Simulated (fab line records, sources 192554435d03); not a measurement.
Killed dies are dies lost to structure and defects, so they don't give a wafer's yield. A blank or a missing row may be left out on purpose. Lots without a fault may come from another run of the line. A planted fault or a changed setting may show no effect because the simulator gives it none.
A struck lot beside a sound one | flow n5_finfet | 36 steps out of a route of 1938
Sound: wafers L250.2, L250.4, L250.6. Struck: wafer L256.3. (L256.4 of the same lot was not struck and is left out.) The cause comes at the end.
At each step with rows: each side's tool, then ch and its chambers, then its first start. Under that, the readings that differ: sound wafers | struck wafers | difference of the means | sigmas: that difference in standard deviations of wafers without a fault.
alike: readings whose means differ by less than 2 such deviations, and words and numbers that are the same on both sides. not compared: withheld readings, readings that some wafer has no value for, bounds like >300 that may hide the same value, and numbers for which the record gives no deviation and whose values overlap.
The two part at a step that has a row with sigmas, a row that says differs or no value, or rows on one side only. Numbers that don't overlap but have no deviation are shown without sigmas and don't part them. A reading that every wafer of one side lacks parts them only if that side has two wafers or more.

first, 9 steps without rows for these wafers: N5_BEOL_M12_PRE_CLEAN_42 (time 30 s); N5_BEOL_M12_SPUTTER_43 (material TaN, target thk 15 nm, time 24.19 s); N5_BEOL_M12_SPUTTER_44 (material Ta, target thk 10 nm, time 16.13 s); N5_BEOL_M12_SPUTTER_45 (material Cu, target thk 80 nm, time 13.33 s); N5_BEOL_M12_ECD_47 (material Cu, target thk 720 nm); N5_BEOL_M12_ANNEAL_48 (time 90 s); N5_BEOL_M12_CMP_49 (polishes, stops on SiOC, t overpolish 20.6 s, target thk 320 nm); N5_BEOL_M12_PRE_CLEAN_52 (time 15 s); N5_BEOL_M12_DEP_53 (deposits SiCN from 3MS/NH3, target thk 30 nm, time 10.5 s).
N5_BEOL_M13_ILD_DEP_00: deposits SiOC from DEMS/O2, target thk 837.92 nm, time 166.4 s.
  sound on pecvd-03 ch 0,1,2, day 12 11:30; struck on pecvd-03 ch 1, day 13 21:50
  reading                                       | sound             | struck | difference | sigmas
  run_length_s (s)                              | 210.6 210.9 210.1 | 176.1  | -34.4      | -57
  model.SiOC_of_BEOL_M13_ILD_DEP_00.thk_nm (nm) | 836.6 861.4 842.4 | 663    | -184       |
  alike: heater_power_w, showerhead_plenum_p_Torr, throttle_valve_pct
  not compared: since_wet_clean_h
N5_BEOL_M13_THK_MEAS_01:
  sound on film_metro-02, day 12 11:39; struck on film_metro-02, day 13 21:59
  reading          | sound       | struck | difference | sigmas
  M13_ILD_THK (nm) | 837 861 842 | 663    | -184       | -17
then, 10 steps without rows for these wafers: N5_BEOL_M13_COAT_58 (time 60 s, resist thk 89 nm); N5_BEOL_M13_COAT_04 (resist thk 400 nm); N5_BEOL_M13_EBR_06; N5_BEOL_M13_SOFTBAKE_05 (time 60 s); N5_BEOL_M13_EXPOSE_07 (exposes mask V12); N5_BEOL_M13_PEB_08 (peb time 90 s); N5_BEOL_M13_DEVELOP_09 (develop time 45 s); N5_BEOL_M13_HARDBAKE_14 (time 120 s); N5_BEOL_M13_DESCUM_15 (chemistry O2, time 7.9 s); N5_BEOL_M13_ETCH_59 (etches BARC in N2/H2, target depth 89 nm, overetch 26.7 nm, time 67.9 s).
N5_BEOL_M13_VIA_ETCH_16: etches SiOC in C4F8/O2/Ar, target depth 921.7 nm.
  sound on rie_diel-03 ch 1,2,3, day 12 12:16; struck on rie_diel-03 ch 2, day 13 22:29
  reading                                    | sound             | struck | difference | sigmas
  model.etch.depth_nm (nm)                   | 836.7 861.3 842.3 | 662.9  | -183.9     |
  model.coat_of_BEOL_M13_COAT_04.thk_nm (nm) | 71.8 63.2 70      | 123.2  | +54.9      |
  alike: drypump_motor_current_A, he_outer_torr, mfc_ar_sccm, oes_product_au, rf_vpp_V, showerhead_plenum_p_Torr, throttle_valve_pct
N5_BEOL_M13_STRIP_63: strips in N2/H2.
  sound on plasma_asher-01 ch 0,1, day 12 12:29; struck on plasma_asher-02 ch 0, day 13 22:44
  reading                      | sound             | struck | difference | sigmas
  oes_product_au (a.u.)        | 0.674 0.680 0.672 | 0.695  | +0.020     | +4
  strip_time_to_endpoint_s (s) | 28.2 25.7 27.7    | 42.6   | +15.4      | +14
  alike: drypump_motor_current_A, heater_power_w
  not compared: rf_hours_counter_h
then, 12 steps without rows for these wafers: N5_BEOL_M13_STRIP_64 (strips in N2/H2); N5_BEOL_M13_STRIP_71 (strips in post etch residue remover, time 60 s); N5_BEOL_M13_SRD_72 (time 30 s, dry time 30 s); N5_BEOL_M13_COAT_65 (time 60 s, resist thk 350 nm); N5_BEOL_M13_COAT_66 (time 60 s, resist thk 110 nm); N5_BEOL_M13_COAT_22 (resist thk 300 nm); N5_BEOL_M13_EBR_24; N5_BEOL_M13_SOFTBAKE_23 (time 60 s); N5_BEOL_M13_EXPOSE_25 (exposes mask M13, target cd 210 nm); N5_BEOL_M13_PEB_26 (peb time 90 s); N5_BEOL_M13_DEVELOP_27 (develop time 45 s); N5_BEOL_M13_HARDBAKE_32 (time 120 s).
N5_BEOL_M13_CMP_49: polishes, stops on SiOC, t overpolish 17.1 s, target thk 420 nm.
  sound on cmp-02 ch 0,1,3, day 12 20:28; struck on cmp-01 ch 1, day 14 04:49
  reading                                       | sound           | struck | difference | sigmas
  model.SiOC_of_BEOL_M13_ILD_DEP_00.thk_nm (nm) | 778.4 802.6 783 | 603.8  | -184.2     |
  alike: motor_current_A

WHERE THEY PART
First at N5_BEOL_M13_ILD_DEP_00; last, within this record, at N5_BEOL_M13_STRIP_63. Later steps at which nothing parts them and some readings are alike: N5_BEOL_M13_CMP_49.

WHY: what the simulator had put in
Process parameter drift: pecvd-03, from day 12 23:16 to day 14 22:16, at N5_BEOL_M13_ILD_DEP_00. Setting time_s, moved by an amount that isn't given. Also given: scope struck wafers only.
